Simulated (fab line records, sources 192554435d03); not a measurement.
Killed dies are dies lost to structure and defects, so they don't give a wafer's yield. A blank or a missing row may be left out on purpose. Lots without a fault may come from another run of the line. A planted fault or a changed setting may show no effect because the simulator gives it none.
Split-lot experiment | flow n5_finfet | 7 lots, 21 wafers read, on a route of 1938 steps

THE SPLIT
At N5_MOL_CONTACT_COAG_DESCUM_45 (chemistry O2, time 7 s), the setting time_s was moved away from the recipe's 7 s on 8 of the 21 wafers read, by -22.4% to +20.3%. The other wafers ran this setting at the recipe's value.

FROM THE SPLIT TO THE READING: what the file shows between them, 1 step
- N5_MOL_CONTACT_COAG_ETCH_65: etches underlayer in N2/H2, target depth 13 nm, time 10.4 s

THE READING
CAR-EUV_of_MOL_CONTACT_COAG_COAT_34.thk_nm (the simulator's own value, which no gauge read), in nm, at N5_MOL_CONTACT_COAG_ETCH_66 (etches SiARC in CF4, target depth 13 nm, time 21.7 s). The file gives no usual value for it. The 13 wafers here that ran the recipe average 16.9 nm, standard deviation 0.13 nm.

wafer  | tool, chamber at the split | time_s as run, s | against the recipe | CAR-EUV_of_MOL_CONTACT_COAG_COAT_34.thk_nm, nm | against lot-mates on the recipe
L075.1 | rie_diel-03, 1,3,0         | 6.417            | -8.3%              | 17.2                                           | no lot-mate on the recipe
L075.4 | rie_diel-03, 1,3,0         | 6.417            | -8.3%              | 17.2                                           | no lot-mate on the recipe
L075.5 | rie_diel-03, 1,3,0         | 6.417            | -8.3%              | 17.2                                           | no lot-mate on the recipe
L080.1 | rie_diel-01, 1,2           | 7                | recipe             | 17.2                                           | -
L080.3 | rie_diel-01, 1,2           | 7                | recipe             | 17                                             | -
L080.5 | rie_diel-01, 2             | 8.159            | +16.6%             | 16.4                                           | -0.7
L083.3 | rie_diel-04, 3,1           | 7                | recipe             | 16.8                                           | -
L083.5 | rie_diel-04, 3,1           | 7                | recipe             | 16.8                                           | -
L083.6 | rie_diel-04, 2             | 5.431            | -22.4%             | 17.6                                           | +0.8
L084.1 | rie_diel-04, 2,3,0         | 7                | recipe             | 17                                             | -
L084.2 | rie_diel-04, 2,3,0         | 7                | recipe             | 17                                             | -
L084.3 | rie_diel-04, 2,3,0         | 7                | recipe             | 17                                             | -
L088.1 | rie_diel-04, 1             | 8.42             | +20.3%             | 16.2                                           | -0.6
L088.4 | rie_diel-04, 1             | 8.42             | +20.3%             | 16.2                                           | -0.6
L088.3 | rie_diel-04, 3             | 7                | recipe             | 16.8                                           | -
L090.3 | rie_diel-03, 1             | 7                | recipe             | 16.8                                           | -
L090.4 | rie_diel-03, 0             | 7                | recipe             | 17                                             | -
L090.6 | rie_diel-03, 2             | 6.464            | -7.7%              | 17                                             | +0.1
L093.1 | rie_diel-04, 3,0,2         | 7                | recipe             | 16.8                                           | -
L093.3 | rie_diel-04, 3,0,2         | 7                | recipe             | 16.8                                           | -
L093.6 | rie_diel-04, 3,0,2         | 7                | recipe             | 16.8                                           | -
Where a row lists several chambers, the file gives one row for several wafers and doesn't say which wafer went through which chamber.

THE FIT
A straight line over all 21 wafers: CAR-EUV_of_MOL_CONTACT_COAG_COAT_34.thk_nm changes by -0.0325 nm for each +1% of time_s; r = -0.94; the points scatter about the line by 0.11 nm.
The same after taking each lot's own level away (the mean of its wafers on the recipe; 18 wafers): -0.0328 nm for each +1%; r = -0.97; scatter 0.079 nm.
On that fit, the largest move of time_s shifts the reading by 0.74 nm.
The lots' own levels span 16.80 to 17.10 nm, that is 2.4 times the standard deviation above.
So the lot-to-lot level changes the slope little: the two slopes agree.
Check: with one of the wafers moved furthest among these (-22.4%) left out of the fit, the line predicts +0.682 nm for it against its lot-mates. It came out at +0.8 nm against them.

OTHER SPLITS ON THESE WAFERS
These wafers also went through other splits before the reading. Each is held against what the fit with the lots' levels taken away leaves over:
other split on the same wafers        | wafers away from the commonest value | r with CAR-EUV_of_MOL_CONTACT_COAG_COAT_34.thk_nm (lot level and that fit taken away)
N5_SD_EPI_N_EPI_21 time_s             | 10                                   | +0.34
N5_HKMG_FIN_HK_ALD_01 ald_cycles      | 10                                   | +0.38
N5_HKMG_FIN_PEB_47 peb_time_s         | 4                                    | +0.27
N5_HKMG_FIN_ETCH_55 bias_w            | 2                                    | -0.18
N5_GATE_CUT_COAT_07 spin_rpm          | 4                                    | -0.17
N5_MOL_CONTACT_COAG_ALD_27 ald_cycles | 9                                    | -0.28

THE WHOLE CHAIN: every reading that the file lists as answering this split, in the file's order
step                          | what it does                                                | reading                                                                                     | change (the file's fit)                | r (the file's)
N5_MOL_CONTACT_COAG_DESCUM_45 | chemistry O2, time 7 s                                      | CAR-EUV_of_MOL_CONTACT_COAG_COAT_34.thk_nm (the simulator's own value, which no gauge read) | -0.0327 nm for each +1% of the setting | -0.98
N5_MOL_CONTACT_COAG_ETCH_65   | etches underlayer in N2/H2, target depth 13 nm, time 10.4 s | CAR-EUV_of_MOL_CONTACT_COAG_COAT_34.thk_nm (the simulator's own value, which no gauge read) | -0.0351 nm for each +1% of the setting | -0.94
N5_MOL_CONTACT_COAG_ETCH_66   | etches SiARC in CF4, target depth 13 nm, time 21.7 s        | CAR-EUV_of_MOL_CONTACT_COAG_COAT_34.thk_nm (the simulator's own value, which no gauge read) | -0.0341 nm for each +1% of the setting | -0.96

THE FILE'S OWN FIT
CAR-EUV_of_MOL_CONTACT_COAG_COAT_34.thk_nm changes by -0.0341 nm for each +1% of time_s, r = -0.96.
